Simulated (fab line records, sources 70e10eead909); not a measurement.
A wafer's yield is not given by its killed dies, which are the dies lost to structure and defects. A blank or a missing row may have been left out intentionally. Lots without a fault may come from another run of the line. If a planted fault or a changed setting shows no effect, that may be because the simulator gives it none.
The tool behind it: which one? :: flow nand_harc :: 7 lots with 21 wafers sampled at 3 steps, on a route of 1302 steps

== WHAT THE GAUGES SHOWED, per wafer ==
NHARC_P_M0_THK_MEAS_24: measures by xrf.
lot: L504
measured: day 6 19:58
on: film_metro-01
thk_nm (nm): 117.6 116.6 115.8

lot: L513
measured: day 10 01:53
on: film_metro-01
thk_nm (nm): 117.8 116.7 120.1

lot: L518
measured: day 12 16:23
on: film_metro-02
thk_nm (nm): 116.1 116.8 116.3

lot: L520
measured: day 13 06:41
on: film_metro-02
thk_nm (nm): 116.3 116.7 118.3

lot: L522
measured: day 13 21:08
on: film_metro-01
thk_nm (nm): 116.4 117.7 118.2

lot: L524
measured: day 14 21:15
on: film_metro-02
thk_nm (nm): 116.5 116.9 115.7

lot: L526
measured: day 15 22:34
on: film_metro-01
thk_nm (nm): 115.6 116.7 116.3

== TOOL THAT RAN EACH LOT (tool first, then ch and the chambers of the sampled wafers, then the start) ==
lot: L504
NHARC_P_CONTACT_DEGAS_38: pvd_sputter-03, day 6 15:05
NHARC_P_M0_DEGAS_28: pvd_sputter-01, day 6 18:34

lot: L513
NHARC_P_CONTACT_DEGAS_38: pvd_sputter-02, day 9 20:59
NHARC_P_M0_DEGAS_28: pvd_sputter-02, day 10 00:31

lot: L518
NHARC_P_CONTACT_DEGAS_38: pvd_sputter-01, day 12 11:22
NHARC_P_M0_DEGAS_28: pvd_sputter-01, day 12 14:59

lot: L520
NHARC_P_CONTACT_DEGAS_38: pvd_sputter-01, day 13 01:25
NHARC_P_M0_DEGAS_28: pvd_sputter-03, day 13 05:16

lot: L522
NHARC_P_CONTACT_DEGAS_38: pvd_sputter-01, day 13 16:12
NHARC_P_M0_DEGAS_28: pvd_sputter-02, day 13 19:44

lot: L524
NHARC_P_CONTACT_DEGAS_38: pvd_sputter-02, day 14 16:14
NHARC_P_M0_DEGAS_28: pvd_sputter-02, day 14 19:46

lot: L526
NHARC_P_CONTACT_DEGAS_38: pvd_sputter-03, day 15 17:45
NHARC_P_M0_DEGAS_28: pvd_sputter-01, day 15 21:11
- NHARC_P_CONTACT_DEGAS_38: time 60 s.
- NHARC_P_M0_DEGAS_28: time 60 s.

== THE ANSWER, worked out from the rows above alone ==
Rule: what is usual is taken from the lots themselves. The widest of any qualifying gaps counts: lots, ordered by their means at a reading, are off when they make up no more than a third of the lots, leave a main group of 4 or more, and stand apart from it by 3 or more times the standard deviation of that group's means. If all means in a main group match to the digits the tables above print for the reading, that group is not used. Also off: a lot with no number at a reading for which 4 or more lots have one. All remaining lots with rows at the step are treated as sound.
None of the lots is off at any reading shown; this tells nothing.

== WHAT HAD BEEN PUT IN BY THE SIMULATOR ==
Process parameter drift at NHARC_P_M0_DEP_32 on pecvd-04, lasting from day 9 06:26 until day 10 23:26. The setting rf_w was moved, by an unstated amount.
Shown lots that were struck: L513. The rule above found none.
